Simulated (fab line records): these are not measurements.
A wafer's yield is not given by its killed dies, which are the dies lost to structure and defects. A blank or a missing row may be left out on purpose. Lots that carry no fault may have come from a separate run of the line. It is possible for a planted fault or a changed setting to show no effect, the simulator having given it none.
fab line records	flow n5-finfet	part 2 of 2: steps 4 to 6 of 6
record lots=21	wafers=63	last-day=19
route steps=1938 shown DUMMY_GATE@244 SD_EPI_N@273 SD_EPI_P@312 SDB@376 HKMG_FIN@432
lots with no fault: from the same line, run without faults
start-h: hours from the record's opening day to when the first of the lot's shown wafers began	wait-h: hours elapsed since this lot's preceding step	" the same as in the row above	L1.1+2: one row covering several wafers at once	- no value, or no start was given	* or withheld: withheld	< > ~ a bound
route shown NAME@n: a module of which the file shows steps, and the number in the route of the first	usual: mean/standard deviation of fault-free wafers	same: alike in all rows	chamber/n: place in a boat	sites: per-site readings	_std_site: their standard deviation	_edge_site: inner sites' mean taken away from outer sites' mean	radius-mm: how far each site lies from the wafer's centre	mask NAME#n: copy n	behind: the most recent tool/chamber to have shaped the wafer	hold: why the lot was held/for how many hours/how that ended	device: the transistor (n, p or np) that didn't switch	end of line: tests run on the same wafers once the route is complete	a step without rows: its recipe alone	killed: not the wafer's yield, but the dies lost to structure and defects at the first sort	map: shows each die of a wafer: x if killed, . if not, _ if none is there
set.NAME: setting as actually run; set.NAME@STEP: the setting as run at that earlier step	model.NAME: the simulator's own value behind a step, which no gauge read
steps of the route over a sample of lots; a table a step, a row a wafer
services: the hour from which a tool's chamber was out of use, counted from the record's first day as start-h (under 0 if before that day), plus the number of hours and why
## steps
# step N5_SD_EPI_P_ETCH_16
# recipe chemistry=CHF3/O2	target=SiO2	target-depth-a=50	mask-material=SOC	pressure-mtorr=30	source-w=650	bias-w=170	Ar_flow_sccm=200	CHF3_flow_sccm=50	O2_flow_sccm=5	ion-energy-ev=200
# usual drypump-motor-current-A=5.5/0.31	oes-product-au=0.78/0.073	rf-fwd-power-W=643.2/2.4	rf-vpp-V=526/4.9	showerhead-plenum-p-Torr=2.41/0.081	throttle-valve-pct=18.83/0.26
lot.wafer	tool	chamber	start-h	wait-h	drypump-motor-current-A	oes-product-au	rf-fwd-power-W	rf-hours-counter-h	rf-vpp-V	showerhead-plenum-p-Torr	throttle-valve-pct
L074.1	rie-diel-01	2	55.29	0.1	5.7	0.74	645.2	174	532	2.40	19.00
L074.2	"	1	"	"	5.6	0.75	644.9	174	525	2.49	18.87
L074.3	"	3	"	"	5.7	0.81	642.4	92	520	2.35	18.57
L075.1	rie-diel-06	0	60.57	0.1	5.5	0.95	640.7	14	531	2.46	18.51
L075.4	"	2	"	"	6.0	0.84	637.7	70	531	2.53	18.51
L075.5	"	2	"	"	6.0	0.83	637.9	-	532	2.53	18.50
L077.2	rie-diel-03	1	73.71	0.1	5.2	0.80	645.7	105	520	2.25	18.65
L077.3	"	0	"	"	5.6	0.74	643.6	174	512	2.40	18.73
L077.6	"	2	"	"	5.3	0.77	643.8	-	528	2.43	19.39
L078.2	rie-diel-03	3	77.74	0.1	5.7	0.72	643.3	194	526	2.39	19.08
L078.5	"	3	"	"	5.7	0.71	643.5	-	526	2.39	19.08
L078.6	"	2	"	"	5.3	0.77	647.7	-	530	2.42	19.36
L079.3	rie-diel-03	0	83.69	0.1	5.5	0.74	637.4	176	513	2.40	18.74
L079.4	"	1	"	"	5.2	0.80	642.2	107	519	2.25	18.65
L079.6	"	2	"	"	5.3	0.77	643.6	-	528	2.42	19.38
L081.1	rie-diel-06	0	101.68	0.1	5.5	0.92	646.4	28	531	2.46	18.53
L081.3	"	3	"	"	5.1	0.74	642.1	188	525	2.30	18.85
L081.6	"	3	"	"	5.0	0.73	644.3	-	526	2.29	18.83
L082.1	rie-diel-01	3	105.00	0.1	5.7	0.79	643.5	106	522	2.34	18.58
L082.2	"	2	"	"	5.7	0.73	649.2	188	530	2.40	19.02
L082.6	"	2	"	"	5.7	0.73	645.3	-	530	2.40	19.03
L083.1	rie-diel-06	3	113.47	0.1	5.1	0.73	640.0	194	524	2.29	18.86
L083.3	"	1	"	"	6.0	0.96	645.6	8	524	2.47	18.58
L083.5	"	2	"	"	5.9	0.82	637.5	-	532	2.52	18.55
L084.1	rie-diel-03	3	117.13	0.1	5.7	0.71	642.6	203	526	2.38	19.10
L084.2	"	0	"	"	5.6	0.74	641.7	185	512	2.40	18.75
L084.5	"	2	"	"	5.3	0.75	646.3	-	529	2.42	19.39
L085.1	rie-diel-06	0	127.51	0.1	5.5	0.89	642.3	38	530	2.45	18.54
L085.2	"	2	"	"	6.0	0.81	640.2	93	530	2.52	18.56
L085.6	"	2	"	"	5.9	0.80	640.7	-	531	2.52	18.55
L086.1	rie-diel-03	1	131.45	0.1	5.2	0.79	641.3	120	520	2.24	18.66
L086.4	"	1	"	"	5.2	0.79	645.4	-	520	2.24	18.65
L086.5	"	3	"	"	5.7	0.71	643.0	-	526	2.38	19.11
L087.1	rie-diel-06	2	135.30	0.1	5.9	0.81	640.5	96	531	2.52	18.55
L087.5	"	1	"	"	6.0	0.94	644.3	-	525	2.46	18.59
L087.6	"	0	"	"	5.4	0.91	644.5	-	530	2.45	18.55
L089.1	rie-diel-03	1	144.99	0.1	5.2	0.78	645.1	125	520	2.24	18.69
L089.2	"	0	"	"	5.6	0.74	640.8	188	511	2.40	18.74
L089.5	"	0	"	"	5.6	0.74	641.8	-	512	2.40	18.76
L090.1	rie-diel-01	1	148.74	0.1	5.6	0.73	644.3	202	525	2.48	18.93
L090.4	"	2	"	"	5.7	0.72	643.5	202	530	2.39	19.05
L090.5	"	2	"	"	5.7	0.72	646.0	-	530	2.39	19.04
L091.3	rie-diel-06	2	157.73	0.1	5.9	0.78	642.4	99	531	2.52	18.57
L091.4	"	3	"	"	5.1	0.72	641.3	207	525	2.29	18.87
L091.5	"	1	"	"	6.0	0.91	641.3	-	526	2.46	18.60
L092.1	rie-diel-03	1	161.24	0.1	5.2	0.78	642.7	130	519	2.24	18.70
L092.3	"	0	"	"	5.6	0.73	642.8	193	513	2.40	18.76
L092.5	"	1	"	"	5.2	0.78	644.0	-	520	2.24	18.71
L093.3	rie-diel-01	3	166.41	0.1	5.7	0.78	642.2	124	523	2.34	18.62
L093.5	"	2	"	"	5.7	0.72	644.8	-	530	2.39	19.06
L093.6	"	1	"	"	5.6	0.72	644.4	-	524	2.48	18.93
L094.1	rie-diel-01	0	174.74	0.1	5.1	0.83	643.6	71	529	2.44	19.05
L094.2	"	3	"	"	5.7	0.77	645.2	126	521	2.34	18.61
L094.4	"	2	"	"	5.7	0.72	647.2	208	530	2.39	19.04
L095.2	rie-diel-01	1	180.84	0.1	5.6	0.71	643.2	209	524	2.48	18.93
L095.5	"	3	"	"	5.7	0.77	640.0	-	522	2.34	18.63
L095.6	"	2	"	"	5.7	0.71	647.2	-	531	2.39	19.06
L096.1	rie-diel-06	2	184.32	0.1	6.0	0.79	643.5	106	530	2.52	18.56
L096.2	"	0	"	"	5.4	0.88	641.3	53	529	2.45	18.55
L096.3	"	1	"	"	5.9	0.90	645.5	28	526	2.46	18.62
L097.2	rie-diel-06	1	191.42	0.1	6.0	0.89	645.0	30	524	2.46	18.61
L097.4	"	0	"	"	5.5	0.88	645.0	55	530	2.45	18.58
L097.6	"	3	"	"	5.1	0.72	642.7	-	525	2.29	18.91
# step N5_SDB_INSPECT_36
# recipe inspect-instrument=darkfield	mode=post-cmp
# usual raw-defect-count=47/19
lot.wafer	tool	chamber	start-h	wait-h	raw-defect-count
L074.1	defect-inspect-02	-	70.73	0.0	59
L074.2	"	-	"	"	53
L074.3	"	-	"	"	48
L075.1	defect-inspect-01	-	77.08	0.0	48
L075.4	"	-	"	"	63
L075.5	"	-	"	"	25
L077.2	defect-inspect-01	-	88.40	0.0	49
L077.3	"	-	"	"	71
L077.6	"	-	"	"	64
L078.2	defect-inspect-01	-	95.57	0.0	61
L078.5	"	-	"	"	70
L078.6	"	-	"	"	65
L079.3	defect-inspect-01	-	101.31	0.0	27
L079.4	"	-	"	"	29
L079.6	"	-	"	"	17
L081.1	defect-inspect-02	-	116.76	0.0	66
L081.3	"	-	"	"	75
L081.6	"	-	"	"	55
L082.1	defect-inspect-01	-	120.27	0.0	70
L082.2	"	-	"	"	57
L082.6	"	-	"	"	46
L083.1	defect-inspect-02	-	128.81	0.0	36
L083.3	"	-	"	"	33
L083.5	"	-	"	"	34
L084.1	defect-inspect-02	-	131.72	0.0	53
L084.2	"	-	"	"	35
L084.5	"	-	"	"	38
L085.1	defect-inspect-01	-	143.13	0.0	40
L085.2	"	-	"	"	67
L085.6	"	-	"	"	41
L086.1	defect-inspect-01	-	146.38	0.0	56
L086.4	"	-	"	"	37
L086.5	"	-	"	"	31
L087.1	defect-inspect-01	-	153.17	0.0	20
L087.5	"	-	"	"	35
L087.6	"	-	"	"	26
L089.1	defect-inspect-02	-	159.88	0.0	41
L089.2	"	-	"	"	66
L089.5	"	-	"	"	68
L090.1	defect-inspect-02	-	163.87	0.0	45
L090.4	"	-	"	"	43
L090.5	"	-	"	"	40
L091.3	defect-inspect-01	-	172.61	0.0	50
L091.4	"	-	"	"	66
L091.5	"	-	"	"	75
L092.1	defect-inspect-01	-	175.99	0.0	36
L092.3	"	-	"	"	52
L092.5	"	-	"	"	27
L093.3	defect-inspect-01	-	182.45	0.0	43
L093.5	"	-	"	"	58
L093.6	"	-	"	"	19
L094.1	defect-inspect-01	-	189.93	0.0	38
L094.2	"	-	"	"	51
L094.4	"	-	"	"	36
L095.2	defect-inspect-02	-	195.44	0.0	65
L095.5	"	-	"	"	79
L095.6	"	-	"	"	35
L096.1	defect-inspect-02	-	199.59	0.0	22
L096.2	"	-	"	"	48
L096.3	"	-	"	"	28
L097.2	defect-inspect-01	-	206.46	0.0	18
L097.4	"	-	"	"	43
L097.6	"	-	"	"	30
# step N5_HKMG_FIN_INSPECT_14
# recipe mode=adi	inspect-instrument=macro
# usual raw-defect-count=2.1/1.4
lot.wafer	tool	chamber	start-h	wait-h	raw-defect-count
L074.1	defect-inspect-02	-	76.20	0.0	1
L074.2	"	-	"	"	2
L074.3	"	-	"	"	3
L075.1	defect-inspect-02	-	82.44	0.0	1
L075.4	"	-	"	"	2
L075.5	"	-	"	"	1
L077.2	defect-inspect-01	-	93.39	0.0	4
L077.3	"	-	"	"	4
L077.6	"	-	"	"	1
L078.2	defect-inspect-01	-	100.64	0.0	1
L078.5	"	-	"	"	1
L078.6	"	-	"	"	2
L079.3	defect-inspect-02	-	106.66	0.0	4
L079.4	"	-	"	"	6
L079.6	"	-	"	"	3
L081.1	defect-inspect-02	-	121.72	0.0	1
L081.3	"	-	"	"	1
L081.6	"	-	"	"	0
L082.1	defect-inspect-02	-	125.43	0.0	1
L082.2	"	-	"	"	1
L082.6	"	-	"	"	3
L083.1	defect-inspect-01	-	133.57	0.0	1
L083.3	"	-	"	"	3
L083.5	"	-	"	"	0
L084.1	defect-inspect-01	-	136.71	0.0	0
L084.2	"	-	"	"	1
L084.5	"	-	"	"	2
L085.1	defect-inspect-01	-	148.27	0.0	3
L085.2	"	-	"	"	2
L085.6	"	-	"	"	3
L086.1	defect-inspect-01	-	151.80	0.0	5
L086.4	"	-	"	"	1
L086.5	"	-	"	"	2
L087.1	defect-inspect-01	-	158.18	0.0	3
L087.5	"	-	"	"	5
L087.6	"	-	"	"	2
L089.1	defect-inspect-01	-	164.94	0.0	1
L089.2	"	-	"	"	2
L089.5	"	-	"	"	0
L090.1	defect-inspect-02	-	169.21	0.0	2
L090.4	"	-	"	"	2
L090.5	"	-	"	"	3
L091.3	defect-inspect-01	-	177.65	0.0	3
L091.4	"	-	"	"	2
L091.5	"	-	"	"	1
L092.1	defect-inspect-01	-	181.03	0.0	3
L092.3	"	-	"	"	2
L092.5	"	-	"	"	4
L093.3	defect-inspect-01	-	187.62	0.0	3
L093.5	"	-	"	"	3
L093.6	"	-	"	"	2
L094.1	defect-inspect-02	-	195.28	0.0	1
L094.2	"	-	"	"	2
L094.4	"	-	"	"	2
L095.2	defect-inspect-02	-	200.27	0.0	2
L095.5	"	-	"	"	1
L095.6	"	-	"	"	3
L096.1	defect-inspect-02	-	204.61	0.0	0
L096.2	"	-	"	"	1
L096.3	"	-	"	"	1
L097.2	defect-inspect-01	-	212.10	0.0	1
L097.4	"	-	"	"	2
L097.6	"	-	"	"	0
## services
tool	chamber	start-h	hours	kind
rie-diel-02	2	26.16	26.8	repair
rie-diel-05	3	33.07	9.2	repair
rie-diel-04	0	35.14	-	clean
rie-diel-04	0	35.14	-	consumable-replace:focus-ring
rie-diel-04	0	35.14	-	consumable-replace:showerhead
rie-diel-04	0	35.14	17.0	scheduled-down
rie-diel-04	0	35.14	17.0	vent-cycle
rie-diel-02	0	52.92	-	clean
rie-diel-02	0	52.92	-	consumable-replace:focus-ring
rie-diel-05	2	60.80	8.2	repair
rie-diel-06	1	71.11	-	clean
rie-diel-06	1	71.11	-	consumable-replace:focus-ring
rie-diel-06	1	71.11	17.6	scheduled-down
rie-diel-06	1	71.11	17.6	vent-cycle
rie-diel-02	-	85.35	0.4	repair
rie-diel-03	3	91.98	1.4	repair
rie-diel-03	-	110.52	4.3	pm
rie-diel-02	2	113.74	6.6	repair
rie-diel-03	0	122.22	3.0	repair
rie-diel-03	0	125.87	9.6	repair
rie-diel-01	0	135.30	1.6	repair
rie-diel-06	2	146.56	6.0	repair
rie-diel-03	2	152.31	9.3	repair
rie-diel-03	1	174.66	6.3	repair
